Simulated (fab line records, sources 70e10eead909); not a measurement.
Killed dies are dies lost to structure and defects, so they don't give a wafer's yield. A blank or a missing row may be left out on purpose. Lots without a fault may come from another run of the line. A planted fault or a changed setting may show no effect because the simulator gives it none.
Which tool did it? | flow nand_harc | 11 lots, 33 wafers sampled, at 6 steps of a route of 1159

WHAT THE GAUGES READ, wafer by wafer
NHARC_P_ZERO_WELL_CD_MEAS_11: target cd 500 nm. Usual: cd_nm 499.4 nm, standard deviation 1.5.
lot  | measured    | on        | cd_nm (nm)        | flag
L379 | day 1 13:07 | cd_sem-03 | 501.1 499.7 497.8 |
L381 | day 2 01:09 | cd_sem-03 | 501.9 500.4 499.7 |
L384 | day 2 19:14 | cd_sem-03 | 500.7 498.1 500.1 |
L391 | day 4 13:07 | cd_sem-01 | 499.9 500.2 500.9 |
L392 | day 4 19:15 | cd_sem-02 | 499.0 498.7 499.7 |
L393 | day 5 01:22 | cd_sem-03 | 499.6 500.2 500.1 |
L395 | day 5 13:07 | cd_sem-01 | 497.9 494.9 499.8 |
L397 | day 6 01:14 | cd_sem-03 | 501.8 500.4 500.5 |
L399 | day 6 13:07 | cd_sem-01 | 502.8 502.0 501.2 |
L400 | day 6 19:14 | cd_sem-01 | 498.2 497.2 497.8 |
L402 | day 7 07:14 | cd_sem-03 | 500.1 501.0 499.8 |

NHARC_P_ZERO_WELL_CD_MEAS_24: target cd 720 nm. Usual: cd_nm 718.9 nm, standard deviation 2.
lot  | measured    | on        | cd_nm (nm)        | flag
L379 | day 1 14:21 | cd_sem-02 | 717.9 719.5 718.1 |
L381 | day 2 02:31 | cd_sem-01 | 720.0 720.4 719.6 |
L384 | day 2 20:36 | cd_sem-02 | 696.8 699.0 696.2 | OFF
L391 | day 4 14:30 | cd_sem-03 | 720.4 718.5 718.6 |
L392 | day 4 20:40 | cd_sem-01 | 717.0 720.5 717.2 |
L393 | day 5 02:47 | cd_sem-03 | 718.9 720.4 720.4 |
L395 | day 5 14:31 | cd_sem-03 | 715.8 717.5 716.2 |
L397 | day 6 02:28 | cd_sem-03 | 720.3 718.7 718.3 |
L399 | day 6 14:27 | cd_sem-02 | 714.9 719.9 715.3 |
L400 | day 6 20:35 | cd_sem-01 | 719.2 721.4 719.3 |
L402 | day 7 08:36 | cd_sem-03 | 720.7 720.0 722.1 |

NHARC_END_SORT_01. Usual: killed_at_array 26, standard deviation 9; killed_at_other 0.8, standard deviation 1.2; killed_at_periphery 3.2, standard deviation 2.3; killed_dies 30, standard deviation 9.1; killed_open 3.5, standard deviation 2; killed_short 1.8, standard deviation 1.4.
lot  | measured     | on        | killed_at_array | killed_at_other | killed_at_periphery | killed_dies | killed_open | killed_short | flag
L384 | day 20 15:22 | prober-01 | 18 18 17        | 3 4 5           | 1 4 1               | 22 26 23    | 1 4 2       | 1 3 1        |
L391 | day 22 10:04 | prober-02 | 22 21 20        | 1 0 0           | 4 2 3               | 27 23 23    | 3 2 3       | 4 0 2        |
L393 | day 22 17:58 | prober-01 | 42 38 42        | 1 0 0           | 2 2 2               | 45 40 44    | 4 2 5       | 2 4 1        |
L395 | day 23 02:52 | prober-01 | 26 23 21        | 0 3 2           | 2 3 3               | 28 29 26    | 3 2 3       | 1 4 2        |
L399 | day 24 12:14 | prober-01 | 17 18 18        | 0 0 0           | 3 2 4               | 20 20 22    | 1 2 4       | 0 2 4        |

WHICH TOOL RAN EACH LOT (tool, then ch and the chambers of the sampled wafers, then the start)
lot  | NHARC_P_ZERO_WELL_DESCUM_13       | NHARC_P_ZERO_WELL_ETCH_65         | NHARC_P_ZERO_WELL_EXPOSE_21
L379 | rie_diel-01 ch 0,3, day 1 13:17   | rie_diel-01 ch 1,2,3, day 1 13:23 | krf_scanner-01 ch 0, day 1 14:11
L381 | rie_diel-04 ch 0,1,2, day 2 01:18 | rie_diel-04 ch 0,1,3, day 2 01:26 | krf_scanner-01 ch 0, day 2 02:22
L384 | rie_diel-10 ch 0,1,2, day 2 19:23 | rie_diel-10 ch 0,2,3, day 2 19:31 | krf_scanner-02 ch 0, day 2 20:26
L391 | rie_diel-01 ch 0,2, day 4 13:16   | rie_diel-01 ch 0,1, day 4 13:21   | krf_scanner-02 ch 0, day 4 14:20
L392 | rie_diel-04 ch 0,3, day 4 19:25   | rie_diel-04 ch 0,2,3, day 4 19:31 | krf_scanner-01 ch 0, day 4 20:31
L393 | rie_diel-01 ch 0,2,3, day 5 01:32 | rie_diel-01 ch 0,2, day 5 01:38   | krf_scanner-02 ch 0, day 5 02:37
L395 | rie_diel-01 ch 0,2, day 5 13:16   | rie_diel-01 ch 0,1,2, day 5 13:21 | krf_scanner-02 ch 0, day 5 14:21
L397 | rie_diel-04 ch 2,3, day 6 01:24   | rie_diel-04 ch 0,2, day 6 01:29   | krf_scanner-03 ch 0, day 6 02:18
L399 | rie_diel-01 ch 1,2,3, day 6 13:16 | rie_diel-01 ch 1,3, day 6 13:22   | krf_scanner-03 ch 0, day 6 14:18
L400 | rie_diel-04 ch 0,1,3, day 6 19:25 | rie_diel-04 ch 0,1,3, day 6 19:29 | krf_scanner-01 ch 0, day 6 20:26
L402 | rie_diel-10 ch 0,1,2, day 7 07:25 | rie_diel-10 ch 1,3, day 7 07:29   | krf_scanner-01 ch 0, day 7 08:27
- NHARC_P_ZERO_WELL_DESCUM_13: chemistry O2, time 3 s.
- NHARC_P_ZERO_WELL_ETCH_65: etches the open film in N2/H2, target depth 80 nm, overetch 24 nm, time 87.88 s.
- NHARC_P_ZERO_WELL_EXPOSE_21: exposes mask P NWELL, target cd 720 nm.

WHAT THE TOOLS THEMSELVES READ (means of the sampled wafers that have a number; where no wafer has one, the mark that the record gives instead)
NHARC_P_ZERO_WELL_DESCUM_13. Usual: drypump_motor_current_A 5.7 A, standard deviation 0.45; oes_product_au 0.995 a.u., standard deviation 0.01; rf_vpp_V 57.9 V, standard deviation 0.84; showerhead_plenum_p_Torr 1.96 Torr, standard deviation 0.068; throttle_valve_pct 11.313 %, standard deviation 0.0088.
lot  | tool        | drypump_motor_current_A (A) | oes_product_au (a.u.) | rf_vpp_V (V) | showerhead_plenum_p_Torr (Torr) | throttle_valve_pct (%) | flag
L379 | rie_diel-01 | 6.5                         | 0.990                 | 58.1         | 2.04                            | 11.304                 |
L381 | rie_diel-04 | 5.7                         | 1.003                 | 58.8         | 1.95                            | 11.308                 |
L384 | rie_diel-10 | 5.6                         | 0.992                 | 58.1         | 1.96                            | 11.316                 |
L391 | rie_diel-01 | 6.4                         | 0.980                 | 58.6         | 2.00                            | 11.317                 |
L392 | rie_diel-04 | 5.6                         | 1.007                 | 57.8         | 1.93                            | 11.302                 |
L393 | rie_diel-01 | 6.4                         | 0.990                 | 58.3         | 1.98                            | 11.309                 |
L395 | rie_diel-01 | 6.4                         | 0.984                 | 57.5         | 1.99                            | 11.313                 |
L397 | rie_diel-04 | 5.4                         | 1.003                 | 56.6         | 1.91                            | 11.324                 |
L399 | rie_diel-01 | 5.9                         | 0.989                 | 57.6         | 1.93                            | 11.315                 |
L400 | rie_diel-04 | 5.7                         | 0.995                 | 58.2         | 1.95                            | 11.304                 |
L402 | rie_diel-10 | 5.6                         | 0.997                 | 57.7         | 1.96                            | 11.316                 |

NHARC_P_ZERO_WELL_ETCH_65. Usual: drypump_motor_current_A 5.7 A, standard deviation 0.44; oes_product_au 0.996 a.u., standard deviation 0.011; rf_vpp_V 431.9 V, standard deviation 2.3; showerhead_plenum_p_Torr 2.09 Torr, standard deviation 0.075; throttle_valve_pct 14.170 %, standard deviation 0.0085.
lot  | tool        | drypump_motor_current_A (A) | oes_product_au (a.u.) | rf_vpp_V (V) | showerhead_plenum_p_Torr (Torr) | throttle_valve_pct (%) | flag
L379 | rie_diel-01 | 5.9                         | 1.001                 | 431.3        | 2.06                            | 14.166                 |
L381 | rie_diel-04 | 5.7                         | 0.999                 | 431.7        | 2.09                            | 14.161                 |
L384 | rie_diel-10 | 5.5                         | 0.991                 | 432.7        | 2.11                            | 14.172                 |
L391 | rie_diel-01 | 5.6                         | 0.996                 | 432.3        | 2.11                            | 14.173                 |
L392 | rie_diel-04 | 5.5                         | 1.008                 | 431.3        | 2.05                            | 14.172                 |
L393 | rie_diel-01 | 6.3                         | 0.986                 | 431.5        | 2.06                            | 14.170                 |
L395 | rie_diel-01 | 6.0                         | 0.991                 | 431.2        | 2.08                            | 14.171                 |
L397 | rie_diel-04 | 5.6                         | 0.996                 | 430.8        | 2.04                            | 14.166                 |
L399 | rie_diel-01 | 6.0                         | 0.995                 | 431.4        | 2.10                            | 14.179                 |
L400 | rie_diel-04 | 5.7                         | 0.989                 | 431.7        | 2.08                            | 14.167                 |
L402 | rie_diel-10 | 5.3                         | 0.998                 | 433.4        | 2.16                            | 14.167                 |

NHARC_P_ZERO_WELL_EXPOSE_21. Usual: exposure_dose_mJ_cm2 22.305, standard deviation 0.021.
lot  | tool           | exposure_dose_mJ_cm2 | flag
L379 | krf_scanner-01 | 22.300               |
L381 | krf_scanner-01 | 22.299               |
L384 | krf_scanner-02 | 22.304               |
L391 | krf_scanner-02 | 22.308               |
L392 | krf_scanner-01 | 22.319               |
L393 | krf_scanner-02 | 22.293               |
L395 | krf_scanner-02 | 22.279               |
L397 | krf_scanner-03 | 22.318               |
L399 | krf_scanner-03 | 22.299               |
L400 | krf_scanner-01 | 22.310               |
L402 | krf_scanner-01 | 22.300               |

THE ANSWER, worked out from the rows above alone
Rule: a lot is off if the mean of its wafers that have a number lies more than 3 standard deviations from the usual mean. A lot without any number at a reading at which 4 lots or more have one is off too. The other lots that the step has rows for count as sound. The gauges are gone through in route order, then the tools' own readings, and for those a lot's mean is taken as printed above. The first step at which some lot is off is used, and at that step the reading that is off furthest; a lot without a number counts as furthest.
Off: L384, at NHARC_P_ZERO_WELL_CD_MEAS_24 (cd_nm).
A tool fits if, at a process step before that reading, it ran every lot that is off, and no sound lot after the first of them. The gauges at NHARC_P_ZERO_WELL_CD_MEAS_24 are tried like those tools. None of those tried fits.

WHAT THE SIMULATOR HAD PUT IN
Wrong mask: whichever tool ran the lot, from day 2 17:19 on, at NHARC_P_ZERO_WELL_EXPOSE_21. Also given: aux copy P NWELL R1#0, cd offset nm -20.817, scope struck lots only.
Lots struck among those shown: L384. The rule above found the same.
